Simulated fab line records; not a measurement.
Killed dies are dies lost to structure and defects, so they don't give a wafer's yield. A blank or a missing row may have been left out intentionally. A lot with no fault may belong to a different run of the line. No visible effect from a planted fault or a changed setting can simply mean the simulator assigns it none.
Chamber matching :: flow n5-finfet :: 4 sister chambers for N5_ZERO_LAYER_ETCH_18 on rie-si-01
The step etches Si in HBr/Cl2, target depth 120 nm, time 40 s. 4 wafers are shown with their chamber, then 8 later ones without.

== WAFERS PAIRED WITH THEIR CHAMBERS ==
wafer: L087.5
chamber: 3
oes-product-au (a.u.): 0.995

wafer: L088.3
chamber: 2
oes-product-au (a.u.): 1.011

wafer: L088.6
chamber: 1
oes-product-au (a.u.): 0.986

wafer: L093.1
chamber: 0
oes-product-au (a.u.): 0.981

== WAFERS WITH NO CHAMBER GIVEN ==
wafer: L093.4
oes-product-au (a.u.): 0.974

wafer: L093.5
oes-product-au (a.u.): 1.015

wafer: L095.1
oes-product-au (a.u.): 0.992

wafer: L095.3
oes-product-au (a.u.): 0.984

wafer: L095.4
oes-product-au (a.u.): 0.996

wafer: L097.1
oes-product-au (a.u.): 0.986

wafer: L097.2
oes-product-au (a.u.): 0.987

wafer: L097.5
oes-product-au (a.u.): 0.994

== THE CHAMBER EACH PASSED THROUGH ==
wafer: L093.4
from the rows above: can't be placed: 0 or 1
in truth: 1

wafer: L093.5
from the rows above: 2
in truth: 2

wafer: L095.1
from the rows above: can't be placed: 3 or 1
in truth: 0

wafer: L095.3
from the rows above: can't be placed: 1 or 0
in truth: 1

wafer: L095.4
from the rows above: 3
in truth: 3

wafer: L097.1
from the rows above: can't be placed: 1 or 0
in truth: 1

wafer: L097.2
from the rows above: can't be placed: 1 or 0
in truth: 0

wafer: L097.5
from the rows above: 3
in truth: 3
Correct placement for 3 of the 8. Cannot be placed on the basis of these rows: 5; the candidates contain the true chamber in 4. Placed wrongly: 0.
How it was worked out, from the rows above alone: a wafer's distance from a chamber is the root of the sum, over the readings, of the square of ((its reading less the chamber's mean) divided by the reading's scatter). If the next closest chamber is less than 2 further off than the closest, the wafer can't be placed; otherwise it belongs to the closest. The mean given for a chamber averages the wafers shown for that chamber. The scatter: with one shown wafer a chamber, the root of the mean of the squares of how far each hidden wafer lies from its nearest shown one.
